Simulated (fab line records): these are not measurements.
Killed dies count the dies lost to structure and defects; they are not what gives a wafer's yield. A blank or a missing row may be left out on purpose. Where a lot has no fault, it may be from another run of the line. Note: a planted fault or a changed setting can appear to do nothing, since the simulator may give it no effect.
Chamber matching + flow nand_harc + 4 sister chambers for NHARC_A_STAIRCASE_DESCUM_312 on rie_diel-01
The step chemistry O2, time 3 s. 18 wafers are shown with their chamber, then 9 later ones without.

## WAFERS WITH THEIR CHAMBER
| wafer  | chamber | showerhead_plenum_p_Torr (Torr) | drypump_motor_current_A (A) | oes_product_au (a.u.) |
|--------|---------|---------------------------------|-----------------------------|-----------------------|
| L076.2 | 0       | 1.80                            | 6.7                         | 0.989                 |
| L076.4 | 3       | 1.89                            | 6.3                         | 1.003                 |
| L076.5 | 2       | 1.88                            | 6.2                         | 1.014                 |
| L077.1 | 3       | 1.89                            | 6.4                         | 1.013                 |
| L077.2 | 2       | 1.88                            | 6.2                         | 1.011                 |
| L077.3 | 0       | 1.80                            | 6.7                         | 0.994                 |
| L081.1 | 2       | 1.88                            | 6.2                         | 1.010                 |
| L081.4 | 3       | 1.89                            | 6.4                         | 1.024                 |
| L081.5 | 3       | 1.89                            | 6.3                         | 1.017                 |
| L085.3 | 1       | 1.89                            | 6.0                         | 1.003                 |
| L085.5 | 2       | 1.88                            | 6.1                         | 1.012                 |
| L085.6 | 1       | 1.89                            | 6.0                         | 1.016                 |
| L088.1 | 1       | 1.89                            | 6.1                         | 1.014                 |
| L088.2 | 0       | 1.79                            | 6.7                         | 1.004                 |
| L088.4 | 1       | 1.89                            | 6.1                         | 1.009                 |
| L090.2 | 2       | 1.87                            | 6.1                         | 0.994                 |
| L090.3 | 1       | 1.89                            | 6.1                         | 1.014                 |
| L090.6 | 2       | 1.87                            | 6.2                         | 0.997                 |

SIGNATURES, as means of the wafers listed above
| reading                  | chamber 0 | chamber 1 | chamber 2 | chamber 3 | scatter within a chamber |
|--------------------------|-----------|-----------|-----------|-----------|--------------------------|
| showerhead_plenum_p_Torr | 1.7967    | 1.8900    | 1.8767    | 1.8900    | 0.00378                  |
| drypump_motor_current_A  | 6.700     | 6.060     | 6.167     | 6.350     | 0.0502                   |
| oes_product_au           | 0.99567   | 1.01120   | 1.00633   | 1.01425   | 0.00767                  |
Rule: distance of a wafer from a chamber = root of the sum over the readings of ((wafer's reading minus chamber's mean) / reading's scatter) squared. The wafer belongs to the nearest chamber; if the next one is less than 2 further off, it can't be placed. The scatter: take each reading less its chamber's mean, square it, sum over the shown wafers, divide by the number of wafers less the number of chambers, and take the root.

## WAFERS MISSING THEIR CHAMBER
| wafer  | showerhead_plenum_p_Torr (Torr) | drypump_motor_current_A (A) | oes_product_au (a.u.) |
|--------|---------------------------------|-----------------------------|-----------------------|
| L093.3 | 1.88                            | 6.3                         | 1.013                 |
| L093.5 | 1.87                            | 6.1                         | 0.992                 |
| L093.6 | 1.89                            | 6.1                         | 1.007                 |
| L092.1 | 1.88                            | 6.3                         | 1.010                 |
| L092.3 | 1.87                            | 6.2                         | 0.989                 |
| L092.5 | 1.88                            | 6.1                         | 1.004                 |
| L094.2 | 1.88                            | 6.1                         | 0.997                 |
| L094.4 | 1.78                            | 6.7                         | 0.989                 |
| L094.5 | 1.78                            | 6.7                         | 0.988                 |

## EACH ONE'S CHAMBER
| wafer  | from the rows above     | in truth |
|--------|-------------------------|----------|
| L093.3 | can't be placed: 3 or 2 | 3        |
| L093.5 | 2                       | 2        |
| L093.6 | 1                       | 1        |
| L092.1 | can't be placed: 2 or 3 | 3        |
| L092.3 | 2                       | 2        |
| L092.5 | can't be placed: 2 or 1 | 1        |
| L094.2 | can't be placed: 2 or 1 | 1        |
| L094.4 | 0                       | 0        |
| L094.5 | 0                       | 0        |
Correctly placed: 5 of 9. Can't be placed from these rows: 4 (the true chamber is among the candidates in 4). Number placed wrongly: 0.
